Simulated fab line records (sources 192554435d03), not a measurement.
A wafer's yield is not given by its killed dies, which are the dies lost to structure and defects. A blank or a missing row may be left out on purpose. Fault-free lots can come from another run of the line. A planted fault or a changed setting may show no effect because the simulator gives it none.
Matching of chambers ; flow n5-finfet ; N5_HKMG_FIN_ALD_71 on ald-metal-02 has 4 sister chambers
The step deposits TiN, target thk 1 nm, pulse time 1 s, purge time 3 s. 8 wafers are shown with their chamber, then 10 later ones without.

== WAFERS, EACH WITH ITS CHAMBER ==
wafer;chamber;heater-power-w (W);heater-power-outer-w (W)
L081.1;0;830;521
L085.2;1;918;560
L085.3;2;1042;621
L086.2;3;1099;676
L086.3;1;925;562
L086.6;0;844;526
L089.2;3;1103;672
L089.5;2;1069;618

== WAFERS WITH NO CHAMBER GIVEN ==
wafer;heater-power-w (W);heater-power-outer-w (W)
L089.6;1082;668
L091.2;829;533
L091.5;895;539
L091.6;1048;600
L094.2;891;565
L094.4;1043;593
L094.5;914;559
L096.2;827;523
L096.4;1060;595
L096.6;1059;593

== THE CHAMBER EACH PASSED THROUGH ==
wafer;from the rows above;in truth
L089.6;3;3
L091.2;0;0
L091.5;can't be placed: 0 or 1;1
L091.6;2;2
L094.2;1;1
L094.4;2;2
L094.5;1;1
L096.2;0;0
L096.4;2;2
L096.6;2;2
Placed correctly: 9 of 10. Not placeable from these rows: 1 (in 1, the candidates include the true chamber). Number placed wrongly: 0.
How it was worked out, from the rows above alone: a wafer's distance from a chamber is the root of the sum, over the readings, of the square of ((its reading less the chamber's mean) divided by the reading's scatter). If the next closest chamber is less than 2 further off than the closest, the wafer can't be placed; otherwise it belongs to the closest. For every chamber, the mean is computed from those of its wafers that are shown. How the scatter is found: for the shown wafers, subtract from each reading the mean of its chamber, square and add these, divide the total by (wafers less chambers), then take the root.
